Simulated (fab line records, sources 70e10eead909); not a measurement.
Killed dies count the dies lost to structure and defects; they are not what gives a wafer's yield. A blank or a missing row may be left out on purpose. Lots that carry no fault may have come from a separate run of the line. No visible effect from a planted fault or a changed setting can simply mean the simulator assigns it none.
Chamber matching ; flow nand-harc ; rie-diel-13 running NHARC_A_M1_ETCH_35: 4 sister chambers
The step etches the open film in N2/H2, target depth 40 nm, overetch 12 nm, time 43.94 s. 8 wafers are shown with their chamber, then 9 later ones without.

WAFERS PAIRED WITH THEIR CHAMBERS
wafer;chamber;showerhead-plenum-p-Torr (Torr);drypump-motor-current-A (A)
L079.6;3;2.11;6.0
L088.1;0;2.04;6.1
L088.3;2;1.92;5.6
L087.5;1;2.04;5.7
L087.6;0;2.04;6.0
L089.1;3;2.11;6.0
L089.3;1;2.03;5.7
L089.5;2;1.92;5.6

WAFERS WHOSE CHAMBER IS MISSING
wafer;showerhead-plenum-p-Torr (Torr);drypump-motor-current-A (A)
L091.2;2.11;6.0
L091.5;2.04;6.0
L091.6;2.03;5.7
L090.3;2.04;6.0
L090.4;2.03;5.7
L090.6;2.04;6.1
L096.3;2.11;6.0
L096.4;2.03;5.7
L096.5;1.92;5.6

THE CHAMBER EACH PASSED THROUGH
wafer;from the rows above;in truth
L091.2;3;3
L091.5;0;0
L091.6;1;1
L090.3;0;0
L090.4;1;1
L090.6;0;0
L096.3;3;3
L096.4;1;1
L096.5;2;2
Correct placement for 9 of the 9. From these rows, 0 cannot be placed. 0 placed wrongly.
How it was worked out, from the rows above alone: a wafer's distance from a chamber is the root of the sum, over the readings, of the square of ((its reading less the chamber's mean) divided by the reading's scatter). If the next closest chamber is less than 2 further off than the closest, the wafer can't be placed; otherwise it belongs to the closest. Each chamber's mean is taken over the wafers shown for it. The scatter: take each reading less its chamber's mean, square it, sum over the shown wafers, divide by the number of wafers less the number of chambers, and take the root.
